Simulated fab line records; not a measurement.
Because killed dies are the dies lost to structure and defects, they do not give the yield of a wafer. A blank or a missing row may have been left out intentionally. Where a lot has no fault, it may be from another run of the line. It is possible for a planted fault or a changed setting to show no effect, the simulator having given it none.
Which tool was responsible? | flow nandHarc | Sampling: 24 lots, 72 wafers, 6 of 1302 route steps

== WHAT EACH GAUGE READ, for each wafer ==
NHARC_P_START_INSPECT_01.
lot  | measured     | on               | rawDefectCount
L074 | day 1 20:02  | defectInspect-01 | 3 2 5
L075 | day 2 06:02  | defectInspect-01 | 3 0 6
L076 | day 2 16:02  | defectInspect-01 | 4 2 1
L077 | day 3 02:02  | defectInspect-01 | 3 2 5
L078 | day 3 12:02  | defectInspect-01 | 3 3 1
L079 | day 3 22:02  | defectInspect-01 | 2 3 3
L080 | day 4 08:03  | defectInspect-01 | 3 5 8
L081 | day 4 18:02  | defectInspect-01 | 6 6 6
L082 | day 5 04:02  | defectInspect-01 | 6 6 4
L083 | day 5 14:02  | defectInspect-01 | 2 2 10
L084 | day 6 00:02  | defectInspect-02 | 3 2 6
L085 | day 6 10:02  | defectInspect-02 | 2 3 2
L086 | day 6 20:02  | defectInspect-02 | 6 4 2
L087 | day 7 06:02  | defectInspect-02 | 5 7 2
L088 | day 7 16:02  | defectInspect-02 | 6 1 3
L089 | day 8 02:02  | defectInspect-02 | 1 2 9
L090 | day 8 12:02  | defectInspect-01 | 5 5 3
L091 | day 8 22:02  | defectInspect-02 | 3 3 6
L092 | day 9 08:02  | defectInspect-01 | 3 3 3
L093 | day 9 18:02  | defectInspect-02 | 4 6 1
L094 | day 10 04:02 | defectInspect-02 | 2 1 1
L095 | day 10 14:02 | defectInspect-02 | 2 3 3
L096 | day 11 00:02 | defectInspect-02 | 5 2 6
L097 | day 11 10:02 | defectInspect-02 | 1 1 2

NHARC_P_CONTACT_INSPECT_27.
lot  | measured     | on               | rawDefectCount
L074 | day 6 00:29  | defectInspect-02 | 188 217 336
L075 | day 6 07:44  | defectInspect-01 | 95 195 133
L076 | day 6 20:46  | defectInspect-02 | 508 535 273
L077 | day 7 01:42  | defectInspect-01 | 181 226 194
L078 | day 7 12:55  | defectInspect-01 | 242 187 174
L079 | day 7 23:33  | defectInspect-02 | 210 97 272
L080 | day 8 15:50  | defectInspect-02 | 293 331 427
L081 | day 8 23:53  | defectInspect-01 | 140 206 247
L082 | day 9 07:16  | defectInspect-02 | 389 163 216
L083 | day 9 22:17  | defectInspect-01 | 195 163 123
L084 | day 10 05:50 | defectInspect-02 | 274 405 281
L085 | day 10 15:39 | defectInspect-01 | 170 268 215
L086 | day 10 19:09 | defectInspect-02 | 269 314 419
L087 | day 11 07:32 | defectInspect-01 | 474 295 251
L088 | day 12 09:17 | defectInspect-01 | 481 455 312
L089 | day 12 09:49 | defectInspect-01 | 248 311 205
L090 | day 12 19:14 | defectInspect-01 | 406 403 478
L091 | day 12 22:14 | defectInspect-01 | 398 357 264
L092 | day 13 13:01 | defectInspect-02 | 288 209 209
L093 | day 14 04:52 | defectInspect-02 | 237 242 323
L094 | day 14 05:31 | defectInspect-02 | 587 507 566
L095 | day 14 22:08 | defectInspect-02 | 128 145 124
L096 | day 15 02:09 | defectInspect-01 | 387 158 279
L097 | day 15 09:36 | defectInspect-02 | 334 463 290

NHARC_P_M0_THK_MEAS_24: measures by xrf.
lot  | measured     | on           | thkNm (nm)
L074 | day 6 03:49  | filmMetro-02 | 116.9 118.3 117.6
L075 | day 6 11:08  | filmMetro-01 | 117.3 115.5 117.4
L076 | day 7 00:14  | filmMetro-02 | 116.5 117.3 116.0
L077 | day 7 05:43  | filmMetro-01 | 116.6 117.0 117.0
L078 | day 7 16:19  | filmMetro-02 | 115.0 118.7 117.4
L079 | day 8 02:52  | filmMetro-02 | 116.3 118.2 115.7
L080 | day 8 19:25  | filmMetro-01 | 118.2 118.0 116.6
L081 | day 9 03:10  | filmMetro-02 | 117.0 117.7 117.2
L082 | day 9 10:37  | filmMetro-01 | 116.2 116.3 116.6
L083 | day 10 01:44 | filmMetro-01 | 117.3 118.4 115.5
L084 | day 10 09:15 | filmMetro-02 | 120.7 116.7 118.5
L085 | day 10 19:06 | filmMetro-02 | 115.6 116.8 115.6
L086 | day 10 22:32 | filmMetro-02 | 117.3 115.6 115.6
L087 | day 11 10:56 | filmMetro-02 | 117.9 116.0 117.7
L088 | day 12 12:43 | filmMetro-02 | 116.5 119.0 115.8
L089 | day 12 13:19 | filmMetro-02 | 116.7 117.1 119.0
L090 | day 12 22:50 | filmMetro-01 | 118.5 115.4 119.1
L091 | day 13 01:31 | filmMetro-01 | 118.9 118.1 117.9
L092 | day 13 16:20 | filmMetro-01 | 117.5 117.8 118.3
L093 | day 14 08:16 | filmMetro-02 | 118.0 119.1 117.9
L094 | day 14 08:56 | filmMetro-02 | 115.3 116.5 116.5
L095 | day 15 01:33 | filmMetro-02 | 118.6 115.6 117.5
L096 | day 15 05:26 | filmMetro-02 | 118.0 117.4 114.8
L097 | day 15 12:58 | filmMetro-02 | 117.4 114.9 116.9

NHARC_P_M1_INSPECT_11.
lot  | measured     | on               | rawDefectCount
L074 | day 6 05:29  | defectInspect-01 | 4 9 6
L075 | day 6 12:48  | defectInspect-01 | 1 1 2
L076 | day 7 01:54  | defectInspect-02 | 6 4 1
L077 | day 7 07:15  | defectInspect-01 | 3 3 3
L078 | day 7 17:59  | defectInspect-01 | 10 3 2
L079 | day 8 04:33  | defectInspect-02 | 2 8 5
L080 | day 8 20:58  | defectInspect-02 | 6 0 2
L081 | day 9 04:41  | defectInspect-01 | 4 0 4
L082 | day 9 12:24  | defectInspect-01 | 5 11 7
L083 | day 10 03:17 | defectInspect-02 | 1 5 3
L084 | day 10 10:46 | defectInspect-02 | 4 2 6
L085 | day 10 20:50 | defectInspect-01 | 4 8 3
L086 | day 11 00:12 | defectInspect-01 | 4 3 6
L087 | day 11 12:37 | defectInspect-02 | 5 5 6
L088 | day 12 14:23 | defectInspect-01 | 1 2 6
L089 | day 12 15:25 | defectInspect-01 | 5 3 4
L090 | day 13 00:55 | defectInspect-01 | 6 4 2
L091 | day 13 03:12 | defectInspect-02 | 3 7 3
L092 | day 13 17:59 | defectInspect-01 | 4 5 2
L093 | day 14 09:49 | defectInspect-01 | 3 3 6
L094 | day 14 10:39 | defectInspect-01 | 5 0 6
L095 | day 15 03:14 | defectInspect-02 | 3 3 9
L096 | day 15 07:01 | defectInspect-01 | 6 4 7
L097 | day 15 14:39 | defectInspect-02 | 2 3 3

== WHAT TOOL EACH LOT RAN ON (gives the tool, then ch and the chambers of the sampled wafers, and finally the start) ==
lot  | NHARC_P_M0_ETCH_34                | NHARC_P_M0_STRIP_18
L074 | rieDiel-01 ch 1,2, day 6 01:32    | rieDiel-01 ch 0,3, day 6 01:50
L075 | rieDiel-01 ch 0,2,3, day 6 08:55  | rieDiel-01 ch 0,1,3, day 6 09:14
L076 | rieDiel-05 ch 0,2,3, day 6 21:59  | rieDiel-05 ch 0,1,2, day 6 22:16
L077 | rieDiel-11 ch 0,2,3, day 7 03:31  | rieDiel-11 ch 0,2,3, day 7 03:50
L078 | rieDiel-11 ch 0,2, day 7 14:05    | rieDiel-11 ch 0,1, day 7 14:22
L079 | rieDiel-01 ch 2,3, day 8 00:37    | rieDiel-05 ch 0,1,3, day 8 00:56
L080 | rieDiel-11 ch 1,2, day 8 17:06    | rieDiel-11 ch 1,2,3, day 8 17:31
L081 | rieDiel-01 ch 0,1,3, day 9 00:56  | rieDiel-11 ch 0,1,3, day 9 01:13
L082 | rieDiel-01 ch 0,2,3, day 9 08:19  | rieDiel-01 ch 0,2,3, day 9 08:37
L083 | rieDiel-01 ch 1,2,3, day 9 23:29  | rieDiel-05 ch 2,3, day 9 23:46
L084 | rieDiel-05 ch 0,3, day 10 07:01   | rieDiel-11 ch 1,2, day 10 07:18
L085 | rieDiel-01 ch 0,1,3, day 10 16:49 | rieDiel-01 ch 0,1,2, day 10 17:06
L086 | rieDiel-01 ch 0,2,3, day 10 20:13 | rieDiel-01 ch 2,3, day 10 20:36
L087 | rieDiel-05 ch 1,2,3, day 11 08:43 | rieDiel-05 ch 0,1, day 11 09:02
L088 | rieDiel-05 ch 1,2,3, day 12 10:28 | rieDiel-01 ch 1,2, day 12 10:47
L089 | rieDiel-05 ch 0,1,2, day 12 11:03 | rieDiel-01 ch 0,3, day 12 11:21
L090 | rieDiel-01 ch 1,2, day 12 20:17   | rieDiel-05 ch 0,1,3, day 12 20:37
L091 | rieDiel-01 ch 1,2,3, day 12 23:17 | rieDiel-11 ch 0,1,3, day 12 23:34
L092 | rieDiel-01 ch 0,2,3, day 13 14:04 | rieDiel-05 ch 0,2,3, day 13 14:21
L093 | rieDiel-01 ch 0,3, day 14 06:02   | rieDiel-01 ch 0,2,3, day 14 06:22
L094 | rieDiel-11 ch 0,2, day 14 06:41   | rieDiel-01 ch 0,3, day 14 06:58
L095 | rieDiel-11 ch 1,2, day 14 23:20   | rieDiel-01 ch 0,2,3, day 14 23:40
L096 | rieDiel-01 ch 0,2,3, day 15 03:13 | rieDiel-01 ch 1,2, day 15 03:29
L097 | rieDiel-01 ch 0,3, day 15 10:43   | rieDiel-11 ch 0,3, day 15 11:02
- NHARC_P_M0_ETCH_34: etches the open film in N2/H2, target depth 40 nm, overetch 12 nm, time 43.94 s.
- NHARC_P_M0_STRIP_18: strips in N2/H2.

== WHAT THE TOOLS THEMSELVES READ (means of the sampled wafers that have a number; where no wafer has one, the mark that the record gives instead) ==
NHARC_P_M0_ETCH_34.
lot  | tool       | drypumpMotorCurrentA (A) | oesProductAu (a.u.) | rfVppV (V) | showerheadPlenumPTorr (Torr) | throttleValvePct (%)
L074 | rieDiel-01 | 4.9                      | 1.004               | 430.1      | 2.02                         | 14.167
L075 | rieDiel-01 | 5.8                      | 0.992               | 429.0      | 2.00                         | 14.162
L076 | rieDiel-05 | 6.2                      | 0.998               | 429.3      | 1.99                         | 14.174
L077 | rieDiel-11 | 5.7                      | 1.003               | 428.2      | 1.95                         | 14.174
L078 | rieDiel-11 | 5.8                      | 1.004               | 428.7      | 1.97                         | 14.175
L079 | rieDiel-01 | 5.9                      | 1.009               | 430.0      | 2.00                         | 14.167
L080 | rieDiel-11 | 5.7                      | 1.002               | 429.1      | 1.98                         | 14.175
L081 | rieDiel-01 | 5.8                      | 1.000               | 428.5      | 1.93                         | 14.169
L082 | rieDiel-01 | 5.8                      | 0.997               | 428.9      | 1.99                         | 14.175
L083 | rieDiel-01 | 5.4                      | 1.011               | 428.5      | 1.97                         | 14.167
L084 | rieDiel-05 | 6.0                      | 0.991               | 428.4      | 1.93                         | 14.172
L085 | rieDiel-01 | 5.7                      | 1.012               | 426.7      | 1.93                         | 14.172
L086 | rieDiel-01 | 5.7                      | 1.004               | 429.2      | 1.99                         | 14.174
L087 | rieDiel-05 | 5.8                      | 0.989               | 428.6      | 1.99                         | 14.172
L088 | rieDiel-05 | 5.7                      | 0.990               | 429.4      | 1.99                         | 14.168
L089 | rieDiel-05 | 6.1                      | 0.994               | 429.5      | 1.99                         | 14.165
L090 | rieDiel-01 | 5.0                      | 0.993               | 427.5      | 1.94                         | 14.173
L091 | rieDiel-01 | 5.4                      | 0.998               | 428.7      | 1.97                         | 14.171
L092 | rieDiel-01 | 5.7                      | 1.007               | 428.7      | 1.99                         | 14.162
L093 | rieDiel-01 | 6.1                      | 0.996               | 428.0      | 1.94                         | 14.178
L094 | rieDiel-11 | 5.8                      | 1.004               | 427.8      | 1.95                         | 14.175
L095 | rieDiel-11 | 5.6                      | 1.003               | 427.4      | 1.93                         | 14.164
L096 | rieDiel-01 | 5.7                      | 1.009               | 430.2      | 1.98                         | 14.175
L097 | rieDiel-01 | 6.2                      | 1.010               | 427.6      | 1.95                         | 14.168

NHARC_P_M0_STRIP_18.
lot  | tool       | drypumpMotorCurrentA (A) | oesProductAu (a.u.) | powerW (W) | rfVppV (V) | showerheadPlenumPTorr (Torr) | throttleValvePct (%)
L074 | rieDiel-01 | 6.1                      | 1.002               | 1002.5     | 90.2       | 1.95                         | 14.176
L075 | rieDiel-01 | 5.8                      | 1.007               | 999.5      | 90.1       | 1.93                         | 14.174
L076 | rieDiel-05 | 6.1                      | 0.985               | 998.8      | 89.8       | 2.00                         | 14.167
L077 | rieDiel-11 | 5.7                      | 0.998               | 999.2      | 90.2       | 1.95                         | 14.170
L078 | rieDiel-11 | 6.1                      | 0.998               | 999.8      | 90.8       | 2.03                         | 14.165
L079 | rieDiel-05 | 5.9                      | 0.985               | 1002.2     | 90.5       | 1.95                         | 14.178
L080 | rieDiel-11 | 5.5                      | 0.995               | 1004.4     | 90.4       | 1.94                         | 14.175
L081 | rieDiel-11 | 5.8                      | 0.993               | 999.7      | 90.5       | 1.97                         | 14.174
L082 | rieDiel-01 | 5.8                      | 1.002               | 1002.1     | 90.9       | 1.99                         | 14.175
L083 | rieDiel-05 | 5.9                      | 0.990               | 998.8      | 90.1       | 1.98                         | 14.161
L084 | rieDiel-11 | 5.6                      | 0.996               | 1001.4     | 90.0       | 1.95                         | 14.182
L085 | rieDiel-01 | 5.3                      | 1.006               | 999.2      | 90.4       | 1.96                         | 14.172
L086 | rieDiel-01 | 5.9                      | 1.006               | 1001.0     | 90.2       | 2.00                         | 14.180
L087 | rieDiel-05 | 6.2                      | 1.000               | 999.7      | 89.6       | 1.94                         | 14.180
L088 | rieDiel-01 | 5.0                      | 1.000               | 999.2      | 91.3       | 2.01                         | 14.169
L089 | rieDiel-01 | 6.2                      | 0.997               | 1002.5     | 90.5       | 1.95                         | 14.171
L090 | rieDiel-05 | 5.9                      | 1.004               | 1001.3     | 89.6       | 1.94                         | 14.169
L091 | rieDiel-11 | 5.8                      | 0.991               | 1001.1     | 91.3       | 2.08                         | 14.161
L092 | rieDiel-05 | 6.2                      | 0.997               | 1000.2     | 90.3       | 1.98                         | 14.178
L093 | rieDiel-01 | 5.7                      | 1.000               | 999.0      | 90.7       | 1.98                         | 14.176
L094 | rieDiel-01 | 6.2                      | 1.001               | 996.7      | 90.5       | 1.95                         | 14.173
L095 | rieDiel-01 | 5.7                      | 1.004               | 997.9      | 91.0       | 1.98                         | 14.180
L096 | rieDiel-01 | 4.9                      | 1.002               | 996.8      | 90.6       | 1.94                         | 14.168
L097 | rieDiel-11 | 5.7                      | 0.996               | 996.5      | 91.9       | 2.14                         | 14.170

== THE ANSWER, worked out from the rows above alone ==
Rule: the usual values come from the lots themselves. Put in order of their means at a reading, lots are off if they are a third of the lots or fewer, leave a main group of 4 or more, and stand apart from it by a gap of 3 or more times the standard deviation of the main group's means; of several such gaps the widest counts. A main group is skipped when, at the precision printed for the reading in the tables above, its means are all equal. A lot without any number at a reading at which 4 lots or more have one is off too. The other lots that the step has rows for count as sound. Order of review: gauges by route order, followed by the tools' own readings, for which a lot's mean as printed above is used. At the first step where some lot is off, the reading lying furthest off is the one used; lots without a number count as furthest.
Across all readings shown, no lot is off: no conclusion can be drawn from this.

== WHAT WAS PUT IN BY THE SIMULATOR ==
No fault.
